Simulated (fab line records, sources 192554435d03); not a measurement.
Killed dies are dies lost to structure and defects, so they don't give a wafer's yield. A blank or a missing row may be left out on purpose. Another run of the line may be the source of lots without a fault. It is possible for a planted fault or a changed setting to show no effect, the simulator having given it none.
Matching of chambers + flow n5 finfet + N5_BEOL_M0_STRIP_104 on rie diel-03: 4 sister chambers
The step strips in N2/H2. 14 wafers are shown with their chamber, then 7 later ones without.

== WAFERS WITH THEIR CHAMBER ==
| wafer  | chamber | showerhead plenum p Torr (Torr) | drypump motor current A (A) | throttle valve pct (%) |
|--------|---------|---------------------------------|-----------------------------|------------------------|
| L074.1 | 3       | 2.34                            | 5.5                         | 23.80                  |
| L074.3 | 0       | 2.47                            | 5.2                         | 23.89                  |
| L074.6 | 3       | 2.34                            | 5.5                         | 23.80                  |
| L077.2 | 0       | 2.47                            | 5.3                         | 23.90                  |
| L077.5 | 3       | 2.34                            | 5.5                         | 23.82                  |
| L077.6 | 0       | 2.47                            | 5.3                         | 23.90                  |
| L079.3 | 3       | 2.34                            | 5.5                         | 23.80                  |
| L079.5 | 3       | 2.33                            | 5.5                         | 23.81                  |
| L079.6 | 2       | 2.51                            | 4.8                         | 23.36                  |
| L080.2 | 3       | 2.33                            | 5.5                         | 23.83                  |
| L080.3 | 0       | 2.47                            | 5.3                         | 23.91                  |
| L080.4 | 1       | 2.61                            | 6.3                         | 24.18                  |
| L083.1 | 3       | 2.33                            | 5.5                         | 23.77                  |
| L083.2 | 1       | 2.61                            | 6.3                         | 24.18                  |

SIGNATURES, as means of the wafers listed above
| reading                  | chamber 0 | chamber 1 | chamber 2 | chamber 3 | scatter within a chamber |
|--------------------------|-----------|-----------|-----------|-----------|--------------------------|
| showerhead plenum p Torr | 2.4700    | 2.6100    | 2.5100    | 2.3357    | 0.00414                  |
| drypump motor current A  | 5.275     | 6.300     | 4.800     | 5.500     | 0.0274                   |
| throttle valve pct       | 23.9000   | 24.1800   | 23.3600   | 23.8043   | 0.0154                   |
Rule: for each reading, subtract the chamber's mean from the wafer's reading, divide by that reading's scatter and square the result; add these up over the readings and take the root, which gives the wafer's distance from the chamber. The wafer belongs to the nearest chamber; if the next one is less than 2 further off, it can't be placed. How the scatter is found: for the shown wafers, subtract from each reading the mean of its chamber, square and add these, divide the total by (wafers less chambers), then take the root.

== WAFERS WITHOUT THEIR CHAMBER ==
| wafer  | showerhead plenum p Torr (Torr) | drypump motor current A (A) | throttle valve pct (%) |
|--------|---------------------------------|-----------------------------|------------------------|
| L083.4 | 2.51                            | 4.8                         | 23.38                  |
| L086.1 | 2.33                            | 5.5                         | 23.81                  |
| L086.2 | 2.46                            | 5.3                         | 23.95                  |
| L086.4 | 2.51                            | 4.8                         | 23.38                  |
| L096.1 | 2.60                            | 6.4                         | 24.25                  |
| L096.4 | 2.32                            | 5.5                         | 23.86                  |
| L096.5 | 2.32                            | 5.5                         | 23.86                  |

== THE CHAMBER EACH PASSED THROUGH ==
| wafer  | from the rows above | in truth |
|--------|---------------------|----------|
| L083.4 | 2                   | 2        |
| L086.1 | 3                   | 3        |
| L086.2 | 0                   | 0        |
| L086.4 | 2                   | 2        |
| L096.1 | 1                   | 1        |
| L096.4 | 3                   | 3        |
| L096.5 | 3                   | 3        |
7 of 7 placed correctly. Not placeable from these rows: 0. Wrongly placed: 0.
